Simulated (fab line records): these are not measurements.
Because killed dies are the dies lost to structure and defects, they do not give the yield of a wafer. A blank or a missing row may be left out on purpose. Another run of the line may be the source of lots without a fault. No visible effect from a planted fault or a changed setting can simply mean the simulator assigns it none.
Commonality check across tools -- flow nand-harc -- 8 lots and 30 wafers in the sample

## WHY THIS WAS OPENED
At NHARC_END_WLT_00 the reading VT_DECK2_TOP is flagged on 2 of 8 lots. No-fault wafers: 0.893, standard deviation 0.0071.
Rule: a lot is flagged in two cases, either no wafer of it has a number, or all its wafers with numbers fall more than 4 standard deviations from that mean. The rest of the lots are taken to be sound.

lot,measured,on,"VT_DECK2_TOP, wafer by wafer",flag
L985,day 26 18:51,prober-02,0.888 0.895 0.894,
L984,day 27 03:10,prober-02,0.898 0.886 0.892,
L996,day 30 01:41,prober-02,0.901 0.903 0.904,
L100,day 31 03:14,prober-01,0.993 0.997 1.002 1.008 1.004 0.996,FLAGGED
L101,day 31 10:27,prober-02,1.009 1.014 1.005 1.009 1.001 1.003,FLAGGED
L103,day 33 02:39,prober-02,0.889 0.901 0.899,
L105,day 33 09:12,prober-01,0.899 0.891 0.900,
L106,day 34 11:26,prober-01,0.881 0.889 0.888,
On average the flagged lots' numbers are 1.003, which is +0.110 against the usual, or +16 standard deviations.

## WHICH TOOL EACH LOT WENT THROUGH
Before the reading, the record contains 4 process steps out of a 1302-step route. In each cell: the tool, then ch and the chambers that the sampled wafers went through, then the start.
lot,flag,NHARC_A_CHANNEL_HOLE_D2_ETCH_22,NHARC_A_CHANNEL_HOLE_D2_ETCH_27,NHARC_A_CHANNEL_FILL_D2_CVD_05,NHARC_A_CHANNEL_FILL_D2_ETCHBACK_08
L985,,"har-etch-01 ch 0,1, day 14 23:19","har-etch-01 ch 0,1, day 15 02:26","lpcvd-poly-01 ch 0, day 16 06:49","rie-diel-03 ch 2,3, day 26 18:51 or earlier"
L984,,"har-etch-01 ch 0,1, day 13 12:44","har-etch-01 ch 0,1, day 13 15:47","lpcvd-poly-01 ch 0, day 14 20:33","rie-diel-03 ch 0,1,2, day 27 03:10 or earlier"
L996,,"har-etch-02 ch 0,1, day 19 08:01","har-etch-02 ch 0,1, day 19 11:05","lpcvd-poly-01 ch 0, day 20 14:55","rie-diel-04 ch 0,2,3, day 30 01:41 or earlier"
L100,FLAGGED,"har-etch-02 ch 0,1, day 20 13:27","har-etch-02 ch 0,1, day 20 16:34","lpcvd-poly-01 ch 0, day 21 21:24","rie-diel-03 ch 0,2,3, day 31 03:14 or earlier"
L101,FLAGGED,"har-etch-01 ch 0,1, day 20 15:10","har-etch-01 ch 0,1, day 20 18:17","lpcvd-poly-01 ch 0, day 21 21:24","rie-diel-13 ch 1,2, day 31 10:27 or earlier"
L103,,"har-etch-01 ch 0,1, day 22 02:53","har-etch-01 ch 0,1, day 22 06:00","lpcvd-poly-04 ch 0, day 23 15:42","rie-diel-03 ch 0,1,2, day 33 02:39 or earlier"
L105,,"har-etch-02 ch 0,1, day 22 05:12","har-etch-02 ch 0,1, day 22 08:10","lpcvd-poly-04 ch 0, day 23 15:42","rie-diel-13 ch 0,1,3, day 33 09:12 or earlier"
L106,,"har-etch-02 ch 0,1, day 23 04:40","har-etch-02 ch 0,1, day 23 07:47","lpcvd-poly-02 ch 0, day 24 11:44","rie-diel-03 ch 1,2,3, day 34 11:26 or earlier"
These steps, and what they do:
- NHARC_A_CHANNEL_HOLE_D2_ETCH_22: etches the open film in C4F8/O2/Ar, time 666.7 s, target depth 1600 nm.
- NHARC_A_CHANNEL_HOLE_D2_ETCH_27: etches the open film in C4F8/O2/Ar, time 90 s, target depth 400 nm.
- NHARC_A_CHANNEL_FILL_D2_CVD_05: deposits poly-Si, target thk 5 nm.
- NHARC_A_CHANNEL_FILL_D2_ETCHBACK_08: etches the open film in C4F8, target depth 220 nm, time 110 s.
- NHARC_END_WLT_00

## FLAGGED AGAINST TOTAL, ONE TOOL AT A TIME (gauges that did the reading follow at the end)
step,tool,lots run,flagged,share of the flagged lots,sound lots run after its first flagged lot
NHARC_A_CHANNEL_HOLE_D2_ETCH_22,har-etch-01,4,1,some,1 (L103)
NHARC_A_CHANNEL_HOLE_D2_ETCH_22,har-etch-02,4,1,some,"2 (L105,L106)"
NHARC_A_CHANNEL_HOLE_D2_ETCH_27,har-etch-01,4,1,some,1 (L103)
NHARC_A_CHANNEL_HOLE_D2_ETCH_27,har-etch-02,4,1,some,"2 (L105,L106)"
NHARC_A_CHANNEL_FILL_D2_CVD_05,lpcvd-poly-01,5,2,all,0
NHARC_A_CHANNEL_FILL_D2_CVD_05,lpcvd-poly-02,1,0,none,-
NHARC_A_CHANNEL_FILL_D2_CVD_05,lpcvd-poly-04,2,0,none,-
NHARC_A_CHANNEL_FILL_D2_ETCHBACK_08,rie-diel-03,5,1,some,"2 (L103,L106)"
NHARC_A_CHANNEL_FILL_D2_ETCHBACK_08,rie-diel-04,1,0,none,-
NHARC_A_CHANNEL_FILL_D2_ETCHBACK_08,rie-diel-13,2,1,some,1 (L105)
NHARC_END_WLT_00,prober-01,3,1,some,"2 (L105,L106)"
NHARC_END_WLT_00,prober-02,5,1,some,1 (L103)
NHARC_A_CHANNEL_FILL_D2_ETCHBACK_08: start missing for some lots; hours and lot order therefore follow NHARC_END_WLT_00.

## WHAT IS ALLOWED BY THE TABLE
1 row of the table ran every flagged lot: lpcvd-poly-01 at NHARC_A_CHANNEL_FILL_D2_CVD_05.
- lpcvd-poly-01 at NHARC_A_CHANNEL_FILL_D2_CVD_05 ran 5 lots, 2 of them flagged. Its last sound lot is L996 (day 20 14:55), its first flagged lot L100 (day 21 21:24): a fault that began between those two fits. Its own readings lie more than 4 standard deviations out on every wafer of the flagged lots: spike-tc-bottom-C, spike-tc-centre-C, spike-tc-lower-C, spike-tc-top-C, spike-tc-upper-C, tube-center-temp-C.
One tool is left: lpcvd-poly-01 at NHARC_A_CHANNEL_FILL_D2_CVD_05.

## WHAT THE SIMULATOR HAD PUT IN
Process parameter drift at NHARC_A_CHANNEL_FILL_D2_CVD_05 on lpcvd-poly-01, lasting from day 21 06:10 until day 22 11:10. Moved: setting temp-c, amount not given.
Struck lots among those shown: L100, L101. The same result came from the rule above.
